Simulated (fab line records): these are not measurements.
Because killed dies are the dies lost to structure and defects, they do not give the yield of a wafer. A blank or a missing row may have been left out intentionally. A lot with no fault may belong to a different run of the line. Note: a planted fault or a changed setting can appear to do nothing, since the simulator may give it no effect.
Matching of chambers | flow n5_finfet | N5_FIN_SAQP_PECVD_47 on pecvd-01: 3 sister chambers
The step deposits a-Si from SiH4/He, target thk 45 nm, time 36.3 s. 6 wafers are shown with their chamber, then 7 later ones without.

## WAFERS, EACH WITH ITS CHAMBER
wafer  | chamber | throttle_valve_pct (%) | heater_power_w (W)
L373.4 | 2       | 17.1                   | 727
L375.2 | 0       | 17.8                   | 1129
L375.4 | 2       | 17.1                   | 794
L375.6 | 1       | 18.6                   | 988
L376.2 | 1       | 18.6                   | 888
L376.3 | 0       | 17.3                   | 1166

## WAFERS WITHOUT THEIR CHAMBER
wafer  | throttle_valve_pct (%) | heater_power_w (W)
L376.6 | 18.9                   | 865
L381.1 | 18.9                   | 835
L381.2 | 17.4                   | 1158
L381.3 | 17.1                   | 775
L385.3 | 17.4                   | 1057
L385.4 | 17.6                   | 1050
L385.6 | 18.8                   | 946

## CHAMBER TAKEN BY EACH
wafer  | from the rows above | in truth
L376.6 | 1                   | 1
L381.1 | 1                   | 1
L381.2 | 0                   | 0
L381.3 | 2                   | 2
L385.3 | 0                   | 0
L385.4 | 0                   | 0
L385.6 | 1                   | 1
7 of 7 placed correctly. Not placeable from these rows: 0. Number placed wrongly: 0.
How it was worked out, from the rows above alone: a wafer's distance from a chamber is the root of the sum, over the readings, of the square of ((its reading less the chamber's mean) divided by the reading's scatter). If the next closest chamber is less than 2 further off than the closest, the wafer can't be placed; otherwise it belongs to the closest. Each chamber's mean is taken over the wafers shown for it. The scatter: the root of (the sum of the squares of (reading less its chamber's mean) over the shown wafers, divided by (wafers less chambers)).
